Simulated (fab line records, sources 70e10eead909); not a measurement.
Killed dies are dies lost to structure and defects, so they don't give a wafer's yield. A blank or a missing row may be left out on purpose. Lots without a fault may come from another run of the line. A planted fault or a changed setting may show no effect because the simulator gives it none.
Which tool did it? | flow nand_harc | 24 lots, 72 wafers sampled, at 6 steps of a route of 1302

WHAT THE GAUGES READ, wafer by wafer
The record holds no reading of a measuring or inspecting step that can be judged against a usual standard deviation.

WHICH TOOL RAN EACH LOT (tool, then ch and the chambers of the sampled wafers, then the start)
lot  | NHARC_A_STAIRCASE_TRIM_187         | NHARC_A_STAIRCASE_ETCH_188                    | NHARC_A_STAIRCASE_ETCH_190                    | NHARC_A_STAIRCASE_TRIM_196         | NHARC_A_STAIRCASE_TRIM_198     | NHARC_A_STAIRCASE_ETCH_201
L074 | rie_diel-12 ch 1,2,3, day 15 18:44 | rie_diel-12 ch 0,3, day 15 19:45 or earlier   | rie_diel-12 ch 0,3, day 15 19:45 or earlier   | rie_diel-08 ch 0,1,3, day 15 19:45 | rie_diel-08 ch 1,2,3, no start | rie_diel-08 ch 1,2,3, no start
L076 | rie_diel-07 ch 0,1,2, day 16 14:13 | rie_diel-07 ch 0,2,3, day 16 15:26 or earlier | rie_diel-07 ch 1,3, day 16 15:26 or earlier   | rie_diel-12 ch 0,2,3, day 16 15:26 | rie_diel-12 ch 0,1,2, no start | rie_diel-12 ch 0,1,3, no start
L075 | rie_diel-07 ch 1,2,3, day 16 14:51 | rie_diel-07 ch 1,3, day 16 16:07 or earlier   | rie_diel-07 ch 1,3, day 16 16:07 or earlier   | rie_diel-07 ch 1,2,3, day 16 16:07 | rie_diel-07 ch 1,3, no start   | rie_diel-07 ch 1,2,3, no start
L077 | rie_diel-12 ch 1,2,3, day 17 05:41 | rie_diel-12 ch 0,2,3, day 17 06:43 or earlier | rie_diel-12 ch 1,2,3, day 17 06:43 or earlier | rie_diel-12 ch 1,3, day 17 06:43   | rie_diel-12 ch 0,3, no start   | rie_diel-12 ch 2,3, no start
L079 | rie_diel-08 ch 1,2,3, day 17 21:50 | rie_diel-08 ch 0,1,2, day 18 00:32 or earlier | rie_diel-08 ch 1,2,3, day 18 00:32 or earlier | rie_diel-12 ch 0,1,3, day 18 00:32 | rie_diel-12 ch 0,1,2, no start | rie_diel-12 ch 0,1,2, no start
L078 | rie_diel-12 ch 0,2,3, day 17 22:58 | rie_diel-12 ch 0,1,3, day 18 00:11 or earlier | rie_diel-12 ch 0,2,3, day 18 00:11 or earlier | rie_diel-07 ch 1,2,3, day 18 00:11 | rie_diel-07 ch 0,1,3, no start | rie_diel-07 ch 0,1,3, no start
L080 | rie_diel-07 ch 1,2,3, day 18 04:29 | rie_diel-07 ch 0,1,2, day 18 05:35 or earlier | rie_diel-07 ch 0,2,3, day 18 05:35 or earlier | rie_diel-08 ch 0,1,2, day 18 05:35 | rie_diel-08 ch 0,1,3, no start | rie_diel-08 ch 0,1,2, no start
L081 | rie_diel-12 ch 0,3, day 19 04:28   | rie_diel-12 ch 0,1,2, day 19 05:37 or earlier | rie_diel-12 ch 1,2,3, day 19 05:37 or earlier | rie_diel-07 ch 0,1, day 19 05:37   | rie_diel-07 ch 1,3, no start   | rie_diel-07 ch 0,1, no start
L082 | rie_diel-08 ch 1,2,3, day 19 07:19 | rie_diel-08 ch 0,2,3, day 19 08:23 or earlier | rie_diel-08 ch 0,3, day 19 08:23 or earlier   | rie_diel-07 ch 1,3, day 19 08:23   | rie_diel-07 ch 0,1,3, no start | rie_diel-07 ch 0,1,3, no start
L083 | rie_diel-08 ch 2,3, day 19 22:52   | rie_diel-08 ch 0,1, day 20 00:04 or earlier   | rie_diel-08 ch 1,2,3, day 20 00:04 or earlier | rie_diel-07 ch 0,1,2, day 20 00:04 | rie_diel-07 ch 0,2,3, no start | rie_diel-07 ch 2,3, no start
L084 | rie_diel-07 ch 0,1,2, day 20 07:50 | rie_diel-07 ch 0,2, day 20 08:51 or earlier   | rie_diel-07 ch 0,2,3, day 20 08:51 or earlier | rie_diel-08 ch 2,3, day 20 08:51   | rie_diel-08 ch 1,2, no start   | rie_diel-08 ch 0,1,3, no start
L085 | rie_diel-07 ch 1,3, day 20 11:26   | rie_diel-07 ch 0,1,2, day 20 12:34 or earlier | rie_diel-07 ch 0,3, day 20 12:34 or earlier   | rie_diel-12 ch 1,2,3, day 20 12:34 | rie_diel-12 ch 1,3, no start   | rie_diel-12 ch 0,2,3, no start
L087 | rie_diel-08 ch 0,3, day 20 17:01   | rie_diel-08 ch 0,1,3, day 20 21:35 or earlier | rie_diel-08 ch 0,1, day 20 21:35 or earlier   | rie_diel-08 ch 0,1,3, day 20 21:35 | rie_diel-08 ch 1,2,3, no start | rie_diel-08 ch 0,3, no start
L086 | rie_diel-08 ch 1,2,3, day 20 20:25 | rie_diel-08 ch 0,2,3, day 20 22:07 or earlier | rie_diel-08 ch 0,1,2, day 20 22:07 or earlier | rie_diel-08 ch 0,1,3, day 20 22:07 | rie_diel-08 ch 1,2,3, no start | rie_diel-08 ch 0,1,3, no start
L088 | rie_diel-07 ch 0,1,3, day 21 22:48 | rie_diel-07 ch 1,2,3, day 21 23:50 or earlier | rie_diel-07 ch 1,2, day 21 23:50 or earlier   | rie_diel-07 ch 1,2,3, day 21 23:50 | rie_diel-07 ch 0,2,3, no start | rie_diel-07 ch 1,2, no start
L089 | rie_diel-12 ch 1,2, day 21 22:55   | rie_diel-12 ch 0,1,2, day 21 23:56 or earlier | rie_diel-12 ch 0,1,3, day 21 23:56 or earlier | rie_diel-12 ch 0,1, day 21 23:56   | rie_diel-12 ch 1,3, no start   | rie_diel-12 ch 0,2, no start
L090 | rie_diel-07 ch 0,1,2, day 22 17:47 | rie_diel-07 ch 0,1, day 22 18:47 or earlier   | rie_diel-07 ch 0,2,3, day 22 18:47 or earlier | rie_diel-07 ch 1,2, day 22 18:47   | rie_diel-07 ch 1,2, no start   | rie_diel-07 ch 2,3, no start
L092 | rie_diel-08 ch 0,1, day 23 05:26   | rie_diel-08 ch 0,1,2, day 23 09:17 or earlier | rie_diel-08 ch 1,2, day 23 09:17 or earlier   | rie_diel-08 ch 2,3, day 23 09:17   | rie_diel-08 ch 0,2,3, no start | rie_diel-08 ch 0,2, no start
L091 | rie_diel-07 ch 0,1,2, day 23 05:50 | rie_diel-07 ch 0,1,3, day 23 08:40 or earlier | rie_diel-07 ch 1,3, day 23 08:40 or earlier   | rie_diel-12 ch 1,2,3, day 23 08:40 | rie_diel-12 ch 0,3, no start   | rie_diel-12 ch 1,2, no start
L093 | rie_diel-12 ch 1,3, day 23 22:46   | rie_diel-12 ch 1,3, day 23 23:48 or earlier   | rie_diel-12 ch 0,1,3, day 23 23:48 or earlier | rie_diel-12 ch 1,2, day 23 23:48   | rie_diel-12 ch 0,1,2, no start | rie_diel-12 ch 0,3, no start
L094 | rie_diel-08 ch 0,1,3, day 24 04:11 | rie_diel-08 ch 0,1,3, day 24 06:05 or earlier | rie_diel-08 ch 0,2,3, day 24 06:05 or earlier | rie_diel-07 ch 0,2,3, day 24 06:05 | rie_diel-07 ch 1,3, no start   | rie_diel-07 ch 2,3, no start
L096 | rie_diel-07 ch 0,2,3, day 24 23:59 | rie_diel-07 ch 0,1,3, day 25 01:02 or earlier | rie_diel-07 ch 0,1,3, day 25 01:02 or earlier | rie_diel-07 ch 0,2,3, day 25 01:02 | rie_diel-07 ch 0,2,3, no start | rie_diel-07 ch 0,1,2, no start
L095 | rie_diel-12 ch 0,1,2, day 25 00:13 | rie_diel-12 ch 0,2, day 25 01:13 or earlier   | rie_diel-12 ch 0,2, day 25 01:13 or earlier   | rie_diel-12 ch 0,1, day 25 01:13   | rie_diel-12 ch 2,3, no start   | rie_diel-12 ch 0,1,2, no start
L097 | rie_diel-12 ch 0,1,3, day 26 03:11 | rie_diel-12 ch 1,2, day 26 05:04 or earlier   | rie_diel-12 ch 0,1,2, day 26 05:04 or earlier | rie_diel-12 ch 0,1,3, day 26 05:04 | rie_diel-12 ch 0,2, no start   | rie_diel-12 ch 0,1, no start
- NHARC_A_STAIRCASE_TRIM_187: chemistry O2, time 211.2 s.
- NHARC_A_STAIRCASE_ETCH_188: etches the open film in C4F8/O2, target depth 100 nm, time 40.5 s.
- NHARC_A_STAIRCASE_ETCH_190: etches the open film in C4F8/O2, target depth 100 nm, time 40.5 s.
- NHARC_A_STAIRCASE_TRIM_196: chemistry O2, time 211.2 s.
- NHARC_A_STAIRCASE_TRIM_198: chemistry O2, time 211.2 s.
- NHARC_A_STAIRCASE_ETCH_201: etches the open film in C4F8/O2, target depth 100 nm, time 40.5 s.

WHAT THE TOOLS THEMSELVES READ (means of the sampled wafers that have a number; where no wafer has one, the mark that the record gives instead)
NHARC_A_STAIRCASE_TRIM_187.
lot  | tool        | drypump_motor_current_A (A) | oes_product_au (a.u.) | rf_vpp_V (V) | showerhead_plenum_p_Torr (Torr) | throttle_valve_pct (%)
L074 | rie_diel-12 | 5.8                         | 0.998                 | 57.6         | 3.56                            | 17.041
L076 | rie_diel-07 | 6.0                         | 0.998                 | 57.7         | 3.47                            | 17.037
L075 | rie_diel-07 | 5.7                         | 1.010                 | 57.3         | 3.43                            | 17.043
L077 | rie_diel-12 | 5.8                         | 0.994                 | 57.8         | 3.55                            | 17.038
L079 | rie_diel-08 | 5.9                         | 1.001                 | 57.1         | 3.56                            | 17.037
L078 | rie_diel-12 | 5.9                         | 0.998                 | 57.9         | 3.56                            | 17.047
L080 | rie_diel-07 | 5.7                         | 1.013                 | 57.6         | 3.42                            | 17.044
L081 | rie_diel-12 | 5.9                         | 0.998                 | 58.0         | 3.50                            | 17.033
L082 | rie_diel-08 | 5.9                         | 1.012                 | 58.2         | 3.56                            | 17.034
L083 | rie_diel-08 | 6.2                         | 1.005                 | 58.9         | 3.64                            | 17.036
L084 | rie_diel-07 | 6.1                         | 1.002                 | 57.4         | 3.45                            | 17.027
L085 | rie_diel-07 | 5.8                         | 0.997                 | 58.0         | 3.37                            | 17.027
L087 | rie_diel-08 | 6.2                         | 0.997                 | 58.3         | 3.53                            | 17.037
L086 | rie_diel-08 | 5.9                         | 1.005                 | 58.1         | 3.55                            | 17.042
L088 | rie_diel-07 | 5.7                         | 1.006                 | 57.3         | 3.40                            | 17.027
L089 | rie_diel-12 | 5.8                         | 0.995                 | 57.6         | 3.53                            | 17.038
L090 | rie_diel-07 | 6.0                         | 0.994                 | 57.2         | 3.45                            | 17.037
L092 | rie_diel-08 | 5.7                         | 0.996                 | 58.2         | 3.31                            | 17.038
L091 | rie_diel-07 | 6.0                         | 1.000                 | 57.8         | 3.45                            | 17.036
L093 | rie_diel-12 | 5.7                         | 0.990                 | 57.5         | 3.46                            | 17.039
L094 | rie_diel-08 | 5.9                         | 0.999                 | 58.2         | 3.61                            | 17.040
L096 | rie_diel-07 | 5.6                         | 1.013                 | 58.0         | 3.43                            | 17.042
L095 | rie_diel-12 | 5.7                         | 0.997                 | 57.8         | 3.46                            | 17.029
L097 | rie_diel-12 | 5.8                         | 0.994                 | 57.3         | 3.46                            | 17.029

NHARC_A_STAIRCASE_ETCH_188.
lot  | tool        | oes_product_au (a.u.) | rf_vpp_V (V)
L074 | rie_diel-12 | 0.953                 | 898
L076 | rie_diel-07 | 0.943                 | 893
L075 | rie_diel-07 | 0.927                 | 891
L077 | rie_diel-12 | 0.954                 | 898
L079 | rie_diel-08 | 0.919                 | 893
L078 | rie_diel-12 | 0.943                 | 895
L080 | rie_diel-07 | 0.940                 | 894
L081 | rie_diel-12 | 0.933                 | 894
L082 | rie_diel-08 | 0.944                 | 896
L083 | rie_diel-08 | 0.928                 | 891
L084 | rie_diel-07 | 0.960                 | 895
L085 | rie_diel-07 | 0.954                 | 893
L087 | rie_diel-08 | 0.936                 | 893
L086 | rie_diel-08 | 0.926                 | 896
L088 | rie_diel-07 | 0.949                 | 891
L089 | rie_diel-12 | 0.937                 | 893
L090 | rie_diel-07 | 0.940                 | 892
L092 | rie_diel-08 | 0.949                 | 892
L091 | rie_diel-07 | 0.918                 | 891
L093 | rie_diel-12 | 0.924                 | 897
L094 | rie_diel-08 | 0.933                 | 898
L096 | rie_diel-07 | 0.943                 | 891
L095 | rie_diel-12 | 0.957                 | 896
L097 | rie_diel-12 | 0.944                 | 896

NHARC_A_STAIRCASE_ETCH_190.
lot  | tool        | oes_product_au (a.u.) | rf_vpp_V (V)
L074 | rie_diel-12 | 0.949                 | 895
L076 | rie_diel-07 | 0.941                 | 892
L075 | rie_diel-07 | 0.929                 | 891
L077 | rie_diel-12 | 0.942                 | 896
L079 | rie_diel-08 | 0.948                 | 898
L078 | rie_diel-12 | 0.930                 | 897
L080 | rie_diel-07 | 0.938                 | 893
L081 | rie_diel-12 | 0.947                 | 896
L082 | rie_diel-08 | 0.939                 | 892
L083 | rie_diel-08 | 0.935                 | 897
L084 | rie_diel-07 | 0.956                 | 893
L085 | rie_diel-07 | 0.944                 | 891
L087 | rie_diel-08 | 0.930                 | 890
L086 | rie_diel-08 | 0.944                 | 891
L088 | rie_diel-07 | 0.949                 | 891
L089 | rie_diel-12 | 0.939                 | 894
L090 | rie_diel-07 | 0.937                 | 892
L092 | rie_diel-08 | 0.958                 | 897
L091 | rie_diel-07 | 0.936                 | 889
L093 | rie_diel-12 | 0.931                 | 894
L094 | rie_diel-08 | 0.942                 | 901
L096 | rie_diel-07 | 0.950                 | 891
L095 | rie_diel-12 | 0.945                 | 894
L097 | rie_diel-12 | 0.927                 | 893

NHARC_A_STAIRCASE_TRIM_196.
lot  | tool        | drypump_motor_current_A (A) | oes_product_au (a.u.) | rf_vpp_V (V) | showerhead_plenum_p_Torr (Torr) | throttle_valve_pct (%)
L074 | rie_diel-08 | 5.9                         | 0.996                 | 57.9         | 3.46                            | 17.028
L076 | rie_diel-12 | 5.9                         | 1.000                 | 57.7         | 3.57                            | 17.034
L075 | rie_diel-07 | 5.7                         | 0.997                 | 57.8         | 3.43                            | 17.042
L077 | rie_diel-12 | 5.9                         | 0.999                 | 57.1         | 3.55                            | 17.040
L079 | rie_diel-12 | 5.8                         | 0.988                 | 57.3         | 3.49                            | 17.038
L078 | rie_diel-07 | 5.7                         | 1.010                 | 57.2         | 3.42                            | 17.032
L080 | rie_diel-08 | 5.7                         | 1.008                 | 58.5         | 3.44                            | 17.040
L081 | rie_diel-07 | 6.1                         | 0.994                 | 57.7         | 3.42                            | 17.032
L082 | rie_diel-07 | 5.4                         | 0.995                 | 57.7         | 3.37                            | 17.041
L083 | rie_diel-07 | 6.1                         | 1.000                 | 58.2         | 3.45                            | 17.035
L084 | rie_diel-08 | 6.1                         | 1.004                 | 58.3         | 3.62                            | 17.045
L085 | rie_diel-12 | 5.8                         | 0.990                 | 57.4         | 3.54                            | 17.034
L087 | rie_diel-08 | 5.9                         | 1.006                 | 57.9         | 3.44                            | 17.038
L086 | rie_diel-08 | 5.9                         | 1.001                 | 57.2         | 3.44                            | 17.035
L088 | rie_diel-07 | 5.7                         | 0.995                 | 57.3         | 3.41                            | 17.036
L089 | rie_diel-12 | 5.7                         | 0.982                 | 56.4         | 3.40                            | 17.038
L090 | rie_diel-07 | 6.0                         | 0.997                 | 58.1         | 3.45                            | 17.037
L092 | rie_diel-08 | 6.3                         | 1.003                 | 57.3         | 3.63                            | 17.042
L091 | rie_diel-12 | 5.8                         | 0.993                 | 57.7         | 3.52                            | 17.043
L093 | rie_diel-12 | 5.8                         | 0.999                 | 58.9         | 3.52                            | 17.037
L094 | rie_diel-07 | 5.6                         | 0.980                 | 58.0         | 3.43                            | 17.031
L096 | rie_diel-07 | 5.5                         | 0.993                 | 58.4         | 3.43                            | 17.036
L095 | rie_diel-12 | 5.7                         | 0.995                 | 57.8         | 3.39                            | 17.037
L097 | rie_diel-12 | 5.8                         | 0.982                 | 58.1         | 3.46                            | 17.042

NHARC_A_STAIRCASE_TRIM_198.
lot  | tool        | drypump_motor_current_A (A) | oes_product_au (a.u.) | rf_vpp_V (V) | showerhead_plenum_p_Torr (Torr) | throttle_valve_pct (%)
L074 | rie_diel-08 | 5.9                         | 0.992                 | 57.2         | 3.57                            | 17.036
L076 | rie_diel-12 | 5.7                         | 0.991                 | 57.8         | 3.50                            | 17.039
L075 | rie_diel-07 | 5.3                         | 1.000                 | 57.6         | 3.38                            | 17.031
L077 | rie_diel-12 | 6.0                         | 0.993                 | 57.5         | 3.56                            | 17.035
L079 | rie_diel-12 | 5.8                         | 0.991                 | 57.3         | 3.49                            | 17.034
L078 | rie_diel-07 | 5.7                         | 0.987                 | 57.7         | 3.42                            | 17.032
L080 | rie_diel-08 | 5.9                         | 0.997                 | 57.8         | 3.45                            | 17.043
L081 | rie_diel-07 | 5.8                         | 1.004                 | 57.4         | 3.38                            | 17.033
L082 | rie_diel-07 | 5.7                         | 0.997                 | 57.4         | 3.41                            | 17.026
L083 | rie_diel-07 | 5.6                         | 1.004                 | 58.0         | 3.45                            | 17.034
L084 | rie_diel-08 | 5.8                         | 1.001                 | 57.3         | 3.54                            | 17.041
L085 | rie_diel-12 | 5.9                         | 0.981                 | 57.8         | 3.54                            | 17.036
L087 | rie_diel-08 | 5.9                         | 1.009                 | 57.4         | 3.55                            | 17.032
L086 | rie_diel-08 | 5.9                         | 0.999                 | 57.9         | 3.55                            | 17.034
L088 | rie_diel-07 | 5.6                         | 0.995                 | 57.7         | 3.44                            | 17.039
L089 | rie_diel-12 | 5.8                         | 0.992                 | 58.2         | 3.46                            | 17.039
L090 | rie_diel-07 | 6.2                         | 0.997                 | 56.9         | 3.42                            | 17.034
L092 | rie_diel-08 | 6.0                         | 1.008                 | 57.4         | 3.50                            | 17.032
L091 | rie_diel-12 | 5.9                         | 0.987                 | 59.0         | 3.54                            | 17.042
L093 | rie_diel-12 | 5.7                         | 0.997                 | 58.2         | 3.47                            | 17.037
L094 | rie_diel-07 | 5.8                         | 1.000                 | 57.7         | 3.36                            | 17.031
L096 | rie_diel-07 | 5.6                         | 1.006                 | 57.6         | 3.43                            | 17.033
L095 | rie_diel-12 | 5.9                         | 0.990                 | 58.5         | 3.58                            | 17.038
L097 | rie_diel-12 | 5.8                         | 1.011                 | 57.4         | 3.47                            | 17.037

NHARC_A_STAIRCASE_ETCH_201.
lot  | tool        | oes_product_au (a.u.) | rf_vpp_V (V)
L074 | rie_diel-08 | 0.935                 | 898
L076 | rie_diel-12 | 0.948                 | 895
L075 | rie_diel-07 | 0.944                 | 892
L077 | rie_diel-12 | 0.928                 | 900
L079 | rie_diel-12 | 0.937                 | 895
L078 | rie_diel-07 | 0.940                 | 892
L080 | rie_diel-08 | 0.953                 | 893
L081 | rie_diel-07 | 0.934                 | 893
L082 | rie_diel-07 | 0.937                 | 892
L083 | rie_diel-07 | 0.948                 | 894
L084 | rie_diel-08 | 0.949                 | 893
L085 | rie_diel-12 | 0.947                 | 896
L087 | rie_diel-08 | 0.929                 | 890
L086 | rie_diel-08 | 0.949                 | 894
L088 | rie_diel-07 | 0.928                 | 892
L089 | rie_diel-12 | 0.932                 | 896
L090 | rie_diel-07 | 0.945                 | 893
L092 | rie_diel-08 | 0.939                 | 894
L091 | rie_diel-12 | 0.952                 | 894
L093 | rie_diel-12 | 0.923                 | 896
L094 | rie_diel-07 | 0.955                 | 892
L096 | rie_diel-07 | 0.957                 | 893
L095 | rie_diel-12 | 0.949                 | 894
L097 | rie_diel-12 | 0.928                 | 892

THE ANSWER, worked out from the rows above alone
Rule: what is usual is taken from the lots themselves. Put in order of their means at a reading, lots are off if they are a third of the lots or fewer, leave a main group of 4 or more, and stand apart from it by a gap of 3 or more times the standard deviation of the main group's means; of several such gaps the widest counts. A main group whose means are all the same, to the digits that the tables above print for the reading, isn't used. A lot without any number at a reading at which 4 lots or more have one is off too. The other lots that the step has rows for count as sound. The gauges are gone through in route order, then the tools' own readings, and for those a lot's mean is taken as printed above. The first step at which some lot is off is used, and at that step the reading that is off furthest; a lot without a number counts as furthest.
No lot is off at any reading shown: from this, nothing can be told.

WHAT THE SIMULATOR HAD PUT IN
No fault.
